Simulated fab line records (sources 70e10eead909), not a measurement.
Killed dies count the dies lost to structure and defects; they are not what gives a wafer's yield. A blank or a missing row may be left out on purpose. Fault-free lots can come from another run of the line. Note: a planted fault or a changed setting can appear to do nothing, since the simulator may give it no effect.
Chamber matching + flow nand_harc + NHARC_A_WL_FILL_ALD_10 on ald_hk-02: 4 sister chambers
The step deposits SiO2, target thk 50 nm, pulse time 10 s, ald cycles 500. 4 wafers are shown with their chamber, then 12 later ones without.

== WAFERS PAIRED WITH THEIR CHAMBERS ==
| wafer  | chamber | heater_power_w (W) |
|--------|---------|--------------------|
| L086.2 | 1       | 465                |
| L089.1 | 0       | 486                |
| L089.3 | 3       | 447                |
| L089.4 | 2       | 375                |

== WAFERS MISSING THEIR CHAMBER ==
| wafer  | heater_power_w (W) |
|--------|--------------------|
| L088.4 | 470                |
| L088.5 | 445                |
| L088.6 | 474                |
| L094.1 | 379                |
| L094.3 | 472                |
| L094.6 | 437                |
| L095.4 | 445                |
| L095.1 | 468                |
| L095.5 | 377                |
| L096.3 | 370                |
| L096.4 | 443                |
| L096.1 | 492                |

== THE CHAMBER EACH PASSED THROUGH ==
| wafer  | from the rows above     | in truth                   |
|--------|-------------------------|----------------------------|
| L088.4 | can't be placed: 1 or 0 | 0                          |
| L088.5 | 3                       | 3                          |
| L088.6 | can't be placed: 1 or 0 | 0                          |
| L094.1 | 2                       | 2                          |
| L094.3 | can't be placed: 1 or 0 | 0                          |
| L094.6 | 3                       | 3                          |
| L095.4 | 3                       | 3                          |
| L095.1 | 1                       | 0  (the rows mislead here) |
| L095.5 | 2                       | 2                          |
| L096.3 | 2                       | 2                          |
| L096.4 | 3                       | 3                          |
| L096.1 | 0                       | 0                          |
Correct placement for 8 of the 12. Cannot be placed on the basis of these rows: 3; the candidates contain the true chamber in 3. Placed wrongly: 1.
How it was worked out, from the rows above alone: a wafer's distance from a chamber is the root of the sum, over the readings, of the square of ((its reading less the chamber's mean) divided by the reading's scatter). The wafer belongs to the nearest chamber; if the next one is less than 2 further off, it can't be placed. A chamber's mean is the mean of its shown wafers. The scatter (one wafer shown for each chamber): square how far every hidden wafer sits from the nearest shown wafer, average those squares and take the square root.
